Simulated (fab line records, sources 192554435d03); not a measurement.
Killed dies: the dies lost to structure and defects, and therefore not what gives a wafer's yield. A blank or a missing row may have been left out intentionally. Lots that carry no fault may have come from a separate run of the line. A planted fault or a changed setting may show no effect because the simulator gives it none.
Split-lot study	flow n5 finfet	39 wafers read from 7 lots, route of 1938 steps

== ABOUT THE SPLIT ==
At N5_DUMMY_GATE_ETCH_37 (etches SOC in N2/H2, target depth 60 nm, overetch 30 nm), the setting source w was moved away from the recipe's 840 W on 15 of the 39 wafers read, by -11.8% to +15.5%. All remaining wafers had this setting at the recipe value.

The split's own step is where the reading is taken.

== THE READING ==
rf vpp V, in V, at N5_DUMMY_GATE_ETCH_37 (etches SOC in N2/H2, target depth 60 nm, overetch 30 nm). A value of 524.5 V with a standard deviation of 2.4 V is what fault-free wafers of this fab line usually give.

wafer	tool, chamber at the split	source w as run, W	against the recipe	rf vpp V, V	against lot-mates on the recipe
L082.1	rie diel-06, 0	840	recipe	526.3	-
L082.2	rie diel-06, 1	970.6	+15.5%	497.5	-28.8
L082.3	rie diel-06, 3	970.6	+15.5%	503.1	-23.2
L082.4	rie diel-06, 2	840	recipe	524.5	-
L082.5	rie diel-06, 0	970.6	+15.5%	502.2	-24.1
L082.6	rie diel-06, 3	840	recipe	528.2	-
L083.4	rie diel-02, 2	840	recipe	523.1	-
L083.5	rie diel-02, 0	840	recipe	523.6	-
L083.6	rie diel-02, 1	840	recipe	523.4	-
L085.1	rie diel-06, 3	964.7	+14.8%	505.3	-19.4
L085.2	rie diel-06, 1	840	recipe	520.5	-
L085.3	rie diel-06, 2	964.7	+14.8%	499.7	-25.0
L085.4	rie diel-06, 0	840	recipe	526.6	-
L085.5	rie diel-06, 1	964.7	+14.8%	499.4	-25.3
L085.6	rie diel-06, 0	840	recipe	527.1	-
L087.1	rie diel-06, 3	840	recipe	528.4	-
L087.2	rie diel-06, 1	840	recipe	521.1	-
L087.3	rie diel-06, 0	840	recipe	526.8	-
L087.4	rie diel-06, 2	840	recipe	523.9	-
L087.5	rie diel-06, 3	840	recipe	528.6	-
L087.6	rie diel-06, 0	840	recipe	527.8	-
L095.1	rie diel-06, 1	840	recipe	520.7	-
L095.2	rie diel-06, 0	840	recipe	527.9	-
L095.3	rie diel-06, 2	840	recipe	524.9	-
L095.4	rie diel-06, 2	742.3	-11.6%	545.7	+21.2
L095.5	rie diel-06, 0	742.3	-11.6%	548.6	+24.1
L095.6	rie diel-06, 1	742.3	-11.6%	544.4	+19.9
L096.1	rie diel-02, 1	741.1	-11.8%	546.7	+22.6
L096.2	rie diel-02, 2	840	recipe	523.3	-
L096.3	rie diel-02, 0	741.1	-11.8%	543.8	+19.7
L096.4	rie diel-02, 3	840	recipe	527.6	-
L096.5	rie diel-02, 2	840	recipe	521.5	-
L096.6	rie diel-02, 1	741.1	-11.8%	545.9	+21.8
L097.1	rie diel-04, 2	840	recipe	521.4	-
L097.2	rie diel-04, 3	902.7	+7.5%	513.6	-8.7
L097.3	rie diel-04, 1	840	recipe	522.9	-
L097.4	rie diel-04, 0	840	recipe	522.6	-
L097.5	rie diel-04, 3	902.7	+7.5%	515.3	-7.0
L097.6	rie diel-04, 2	902.7	+7.5%	509.0	-13.3

THE FIT
A straight line over all 39 wafers: rf vpp V changes by -1.65 V for each +1% of source w; r = -0.98; the points scatter about the line by 2.7 V.
The same after taking each lot's own level away (the mean of its wafers on the recipe; 39 wafers): -1.68 V for each +1%; r = -0.98; scatter 2.5 V.
On that fit, the largest move of source w shifts the reading by 26 V.
The lots' own levels span 522.30 to 526.33 V, that is 1.7 times the standard deviation above.
The two slopes are in agreement: the lot-to-lot level therefore moves the slope only a little.
Check: with one of the wafers moved furthest among these (+15.5%) left out of the fit, the line predicts -24.9 V for it against its lot-mates. It came out at -28.8 V against them.
Tool readings at the split's step, against how far the setting was moved: rf vpp V r = -0.98.

== OTHER SPLITS APPLIED TO THESE WAFERS ==
These wafers also went through other splits before the reading. Each is held against what the fit with the lots' levels taken away leaves over:
other split on the same wafers	wafers away from the commonest value	r with rf vpp V (lot level and that fit taken away)
N5_WELL_APT_IMPLANT_15 energy kev	9	-0.15
N5_DUMMY_GATE_EXPOSE_12 dose mj	12	-0.18

== THE WHOLE CHAIN: every reading that the file lists as answering this split, in the file's order ==
step	what it does	reading	change (the file's fit)	r (the file's)
N5_DUMMY_GATE_ETCH_37	etches SOC in N2/H2, target depth 60 nm, overetch 30 nm	rf vpp V	-1.66 V for each +1% of the setting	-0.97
N5_DUMMY_GATE_ETCH_37	etches SOC in N2/H2, target depth 60 nm, overetch 30 nm	SiARC_of_DUMMY_GATE_COAT_35.thk nm (the simulator's own value, which no gauge read)	-0.0304 nm for each +1% of the setting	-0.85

== THE FILE'S OWN FIT ==
rf vpp V changes by -1.66 V for each +1% of source w, r = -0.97.
